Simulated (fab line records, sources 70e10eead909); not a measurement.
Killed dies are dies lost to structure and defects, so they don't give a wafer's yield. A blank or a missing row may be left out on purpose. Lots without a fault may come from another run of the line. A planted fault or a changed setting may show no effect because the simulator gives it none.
Tool commonality check | flow nand_harc | 12 lots, 36 wafers sampled

WHY IT WAS OPENED
At NHARC_P_STI_INSPECT_25 the reading raw_defect_count is flagged on 3 of 12 lots. Wafers without a fault read 224, standard deviation 76.
Rule: a lot is flagged when every wafer of it that has a number lies more than 4 standard deviations from that mean, or none has a number. The other lots count as sound.

lot  | measured    | on                | raw_defect_count, wafer by wafer | flag
L687 | day 3 14:46 | defect_inspect-02 | 291 493 398                      |
L690 | day 4 06:06 | defect_inspect-02 | 274 238 233                      |
L689 | day 4 06:06 | defect_inspect-01 | 233 248 285                      |
L694 | day 5 12:56 | defect_inspect-02 | 176 112 155                      |
L696 | day 5 22:55 | defect_inspect-02 | 592 667 656                      | FLAGGED
L695 | day 5 22:55 | defect_inspect-01 | 275 395 186                      |
L700 | day 7 02:20 | defect_inspect-01 | 666 606 595                      | FLAGGED
L701 | day 7 08:51 | defect_inspect-02 | 586 553 566                      | FLAGGED
L706 | day 8 07:07 | defect_inspect-02 | 227 139 134                      |
L705 | day 8 07:07 | defect_inspect-01 | 162 303 209                      |
L708 | day 8 19:11 | defect_inspect-01 | 175 243 154                      |
L710 | day 9 10:28 | defect_inspect-02 | 330 160 204                      |
The numbers of the flagged lots are 610 on average: +386 against the usual, or +5 standard deviations.

WHICH TOOL RAN EACH LOT
The record holds 1 process step before the reading, out of a route of 1159 steps. In each cell: the tool, then ch and the chambers that the sampled wafers went through, then the start.
lot  | flag    | NHARC_P_STI_STRIP_24
L687 |         | wet_bench-04 ch 0,2,6, day 3 09:07
L690 |         | wet_bench-07 ch 5,6,7, day 3 22:06
L689 |         | wet_bench-04 ch 3,5,7, day 3 22:01
L694 |         | wet_bench-04 ch 3,4,5, day 5 03:47
L696 | FLAGGED | wet_bench-04 ch 3,4,5, day 5 15:50
L695 |         | wet_bench-04 ch 0,5,7, day 5 09:36
L700 | FLAGGED | wet_bench-04 ch 0,2,4, day 6 17:16
L701 | FLAGGED | wet_bench-04 ch 2,3,7, day 6 22:59
L706 |         | wet_bench-07 ch 1,5,6, day 7 23:01
L705 |         | wet_bench-05 ch 0,6,7, day 7 23:02
L708 |         | wet_bench-05 ch 0,1,2, day 8 11:05
L710 |         | wet_bench-05 ch 3,4,5, day 9 00:47
What these steps do:
- NHARC_P_STI_STRIP_24: strips Si3N4 in H3PO4.
- NHARC_P_STI_INSPECT_25

FLAGGED OVER TOTAL, TOOL BY TOOL (the gauges that took the reading come last)
step                   | tool              | lots run | flagged | share of the flagged lots | sound lots run after its first flagged lot
NHARC_P_STI_STRIP_24   | wet_bench-04      | 7        | 3       | all                       | 0
NHARC_P_STI_STRIP_24   | wet_bench-05      | 3        | 0       | none                      | -
NHARC_P_STI_STRIP_24   | wet_bench-07      | 2        | 0       | none                      | -
NHARC_P_STI_INSPECT_25 | defect_inspect-01 | 5        | 1       | some                      | 2 (L705,L708)
NHARC_P_STI_INSPECT_25 | defect_inspect-02 | 7        | 2       | some                      | 2 (L706,L710)

WHAT THE TABLE ALLOWS
1 row of the table ran every flagged lot: wet_bench-04 at NHARC_P_STI_STRIP_24.
- wet_bench-04 at NHARC_P_STI_STRIP_24: 3 of its 7 lots flagged. Its last sound lot is L695 (day 5 09:36), its first flagged lot L696 (day 5 15:50): a fault that began between those two fits.
One tool is left: wet_bench-04 at NHARC_P_STI_STRIP_24.

WHAT THE SIMULATOR HAD PUT IN
Chamber particle source: wet_bench-04, from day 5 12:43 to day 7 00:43, at NHARC_P_STI_STRIP_24. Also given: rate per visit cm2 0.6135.
Lots struck among those shown: L696, L700, L701. The rule above found the same.
